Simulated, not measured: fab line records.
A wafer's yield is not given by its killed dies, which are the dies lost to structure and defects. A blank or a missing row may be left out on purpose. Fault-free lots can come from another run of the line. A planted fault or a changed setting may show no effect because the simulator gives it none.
Which tool was responsible? | flow nand_harc | Sampling: 12 lots, 36 wafers, 5 of 1159 route steps

## WHAT THE GAUGES READ, wafer by wafer
NHARC_A_ONON_D1_THK_MEAS_34: measures by ellipsometry. Usual: 199.6 nm for thk_nm, sd 2.8.
lot  | measured     | on            | thk_nm (nm)       | flag
L397 | day 8 09:53  | film_metro-02 | 198.2 198.2 193.8 |
L399 | day 8 23:43  | film_metro-02 | 197.0 197.7 202.2 |
L401 | day 9 11:40  | film_metro-02 | 193.9 201.5 197.0 |
L404 | day 9 19:41  | film_metro-02 | 198.8 199.8 199.8 |
L406 | day 10 17:33 | film_metro-01 | 200.8 203.6 206.8 |
L407 | day 10 17:47 | film_metro-01 | 199.5 199.2 202.2 |
L405 | day 10 17:50 | film_metro-01 | 201.6 203.0 199.0 |
L409 | day 11 03:18 | film_metro-02 | 198.3 201.2 202.4 |
L414 | day 12 12:25 | film_metro-02 | 202.1 198.9 202.6 |
L417 | day 13 13:36 | film_metro-02 | 200.1 205.2 205.4 |
L419 | day 13 13:44 | film_metro-01 | 197.7 203.3 200.5 |
L418 | day 13 13:58 | film_metro-01 | 199.7 201.9 198.2 |

NHARC_END_SORT_01. Usual: killed_at_array 28, standard deviation 11; killed_at_other 0.5, standard deviation 0.87; killed_at_periphery 2.9, standard deviation 2.2; killed_dies 32, standard deviation 11; killed_open 3.2, standard deviation 1.9; killed_short 1.8, standard deviation 1.4.
lot  | measured     | on        | killed_at_array | killed_at_other | killed_at_periphery | killed_dies | killed_open | killed_short | flag
L418 | day 24 17:34 | prober-02 | 35 56           | 0 1             | 0 3                 | 35 60       | 0 4         | 0 2          |

## WHICH TOOL RAN EACH LOT (tool, then ch and the chambers of the sampled wafers, then the start)
lot  | NHARC_A_CHANNEL_HOLE_D1_ETCH_38    | NHARC_A_CHANNEL_HOLE_D1_ETCH_19  | NHARC_A_CHANNEL_FILL_D1_ALD_14
L397 | rie_diel-13 ch 0,2,3, day 8 15:53  | har_etch-02 ch 0,1, day 8 16:59  | ald_hk-02 ch 0,1,2, day 9 07:50
L399 | rie_diel-13 ch 1,2,3, day 9 03:03  | har_etch-01 ch 0,1, day 9 04:09  | ald_hk-02 ch 0,1,2, day 9 20:00
L401 | rie_diel-13 ch 2,3, day 9 14:35    | har_etch-02 ch 0,1, day 9 15:44  | ald_hk-02 ch 1,2, day 10 04:37
L404 | rie_diel-13 ch 2,3, day 9 23:02    | har_etch-02 ch 0,1, day 10 00:07 | ald_hk-04 ch 0,1,3, day 10 13:37
L406 | rie_diel-08 ch 0,2,3, day 10 22:50 | har_etch-02 ch 0,1, day 10 23:58 | ald_hk-02 ch 1,3, day 11 13:05
L407 | rie_diel-11 ch 0,2, day 10 23:45   | har_etch-01 ch 0,1, day 11 00:50 | ald_hk-03 ch 1,2, day 11 12:58
L405 | rie_diel-13 ch 0,2,3, day 11 00:01 | har_etch-02 ch 0,1, day 11 04:07 | ald_hk-02 ch 0,2,3, day 11 17:04
L409 | rie_diel-13 ch 0,3, day 11 07:10   | har_etch-01 ch 0,1, day 11 08:20 | ald_hk-04 ch 0,1, day 11 21:12
L414 | rie_diel-08 ch 0,1, day 12 16:06   | har_etch-02 ch 0,1, day 12 17:40 | ald_hk-04 ch 0,2,3, day 13 07:34
L417 | rie_diel-13 ch 1,2, day 13 18:47   | har_etch-02 ch 0,1, day 13 19:55 | ald_hk-02 ch 0,1,3, day 14 08:49
L419 | rie_diel-11 ch 0,2,3, day 13 20:17 | har_etch-02 ch 0,1, day 14 00:05 | ald_hk-04 ch 1,2, day 14 18:19
L418 | rie_diel-13 ch 0,2, day 13 20:42   | har_etch-02 ch 0,1, day 14 04:13 | ald_hk-04 ch 0,2,3, day 14 19:13
- NHARC_A_CHANNEL_HOLE_D1_ETCH_38: etches the open film in CF4, target depth 39 nm, time 65 s.
- NHARC_A_CHANNEL_HOLE_D1_ETCH_19: etches the open film in C4F8/O2/Ar, time 34.5 s.
- NHARC_A_CHANNEL_FILL_D1_ALD_14: deposits SiO2, target thk 2.5 nm, pulse time 10 s, ald cycles 25.

## WHAT THE TOOLS THEMSELVES READ (means of the sampled wafers that have a number; where no wafer has one, the mark that the record gives instead)
NHARC_A_CHANNEL_HOLE_D1_ETCH_38. Usual: drypump_motor_current_A 5.8 A, standard deviation 0.32; oes_product_au 1.006 a.u., standard deviation 0.013; rf_vpp_V 151.5 V, standard deviation 1.3; showerhead_plenum_p_Torr 1.79 Torr, standard deviation 0.076; throttle_valve_pct 13.283 %, standard deviation 0.0091.
lot  | tool        | drypump_motor_current_A (A) | oes_product_au (a.u.) | rf_vpp_V (V) | showerhead_plenum_p_Torr (Torr) | throttle_valve_pct (%) | flag
L397 | rie_diel-13 | 5.9                         | 1.012                 | 151.0        | 1.78                            | 13.277                 |
L399 | rie_diel-13 | 5.6                         | 1.012                 | 151.3        | 1.77                            | 13.282                 |
L401 | rie_diel-13 | 5.6                         | 1.015                 | 151.0        | 1.76                            | 13.280                 |
L404 | rie_diel-13 | 5.7                         | 1.014                 | 150.1        | 1.76                            | 13.285                 |
L406 | rie_diel-08 | 5.9                         | 1.001                 | 152.6        | 1.85                            | 13.285                 |
L407 | rie_diel-11 | 5.7                         | 1.003                 | 150.3        | 1.77                            | 13.276                 |
L405 | rie_diel-13 | 5.9                         | 1.007                 | 150.9        | 1.78                            | 13.284                 |
L409 | rie_diel-13 | 5.9                         | 0.999                 | 150.6        | 1.73                            | 13.280                 |
L414 | rie_diel-08 | 5.8                         | 0.999                 | 151.1        | 1.82                            | 13.282                 |
L417 | rie_diel-13 | 5.5                         | 0.963                 | 151.8        | 1.82                            | 13.289                 | OFF
L419 | rie_diel-11 | 5.7                         | 0.999                 | 151.2        | 1.77                            | 13.280                 |
L418 | rie_diel-13 | 6.0                         | 0.902                 | 151.9        | 1.86                            | 13.286                 | OFF

NHARC_A_CHANNEL_HOLE_D1_ETCH_19. Usual: drypump_motor_current_A 5.7 A, standard deviation 0.36; showerhead_plenum_p_Torr 3.80 Torr, standard deviation 0.091; temp_c -20.00 C, standard deviation 0.098; throttle_valve_pct 37.038 %, standard deviation 0.0098.
lot  | tool        | drypump_motor_current_A (A) | showerhead_plenum_p_Torr (Torr) | temp_c (C) | throttle_valve_pct (%) | flag
L397 | har_etch-02 | 5.5                         | 3.86                            | -20.05     | 37.051                 |
L399 | har_etch-01 | 5.6                         | 3.82                            | -19.89     | 37.037                 |
L401 | har_etch-02 | 5.8                         | 3.79                            | -20.09     | 37.043                 |
L404 | har_etch-02 | 5.5                         | 3.85                            | -19.99     | 37.041                 |
L406 | har_etch-02 | 5.5                         | 3.85                            | -19.92     | 37.035                 |
L407 | har_etch-01 | 5.8                         | 3.77                            | -20.05     | 37.045                 |
L405 | har_etch-02 | 5.8                         | 3.78                            | -19.95     | 37.034                 |
L409 | har_etch-01 | 5.6                         | 3.81                            | -20.02     | 37.045                 |
L414 | har_etch-02 | 5.8                         | 3.77                            | -19.87     | 37.032                 |
L417 | har_etch-02 | 5.8                         | 3.76                            | -19.92     | 37.040                 |
L419 | har_etch-02 | 5.5                         | 3.83                            | -20.13     | 37.031                 |
L418 | har_etch-02 | 5.8                         | 3.76                            | -20.03     | 37.035                 |

NHARC_A_CHANNEL_FILL_D1_ALD_14. Usual: heater_power_w 469 W, standard deviation 71; precursor_pulse_height_rel 0.999, standard deviation 0.019.
lot  | tool      | heater_power_w (W) | precursor_pulse_height_rel | flag
L397 | ald_hk-02 | 480                | 0.999                      |
L399 | ald_hk-02 | 478                | 0.999                      |
L401 | ald_hk-02 | 472                | 0.991                      |
L404 | ald_hk-04 | 467                | 0.993                      |
L406 | ald_hk-02 | 451                | 0.976                      |
L407 | ald_hk-03 | 449                | 0.990                      |
L405 | ald_hk-02 | 461                | 1.008                      |
L409 | ald_hk-04 | 436                | 1.010                      |
L414 | ald_hk-04 | 472                | 0.998                      |
L417 | ald_hk-02 | 491                | 0.985                      |
L419 | ald_hk-04 | 389                | 1.007                      |
L418 | ald_hk-04 | 464                | 1.011                      |

## THE ANSWER, worked out from the rows above alone
Rule: a lot counts as off when the mean over its wafers that have a number is more than 3 standard deviations away from the usual mean. Also off: a lot with no number at a reading for which 4 or more lots have one. Where the step has rows for the other lots, those lots are counted as sound. The gauges are gone through in route order, then the tools' own readings, and for those a lot's mean is taken as printed above. The first step at which some lot is off is used, and at that step the reading that is off furthest; a lot without a number counts as furthest.
Off: L417, L418, at NHARC_A_CHANNEL_HOLE_D1_ETCH_38 (oes_product_au).
If a tool, at that step or one of the process steps before it, ran each lot that is off and ran no sound lot following the first of them, it fits. One candidate fits, namely rie_diel-13 at NHARC_A_CHANNEL_HOLE_D1_ETCH_38. A fault onset in the window from L409 (day 11 07:10, its last sound lot) to L417 (day 13 18:47, its first lot off) fits.
On the lots that are off, the tool's own readings at NHARC_A_CHANNEL_HOLE_D1_ETCH_38 differ by more than 5 times the standard deviation of the sound lots' means, which bears it out; oes_product_au reads 0.932 a.u. there versus 1.006 a.u. on the sound lots.

## WHAT THE SIMULATOR PUT IN
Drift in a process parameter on rie_diel-13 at NHARC_A_CHANNEL_HOLE_D1_ETCH_38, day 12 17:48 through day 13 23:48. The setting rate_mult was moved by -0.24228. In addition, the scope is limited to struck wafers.
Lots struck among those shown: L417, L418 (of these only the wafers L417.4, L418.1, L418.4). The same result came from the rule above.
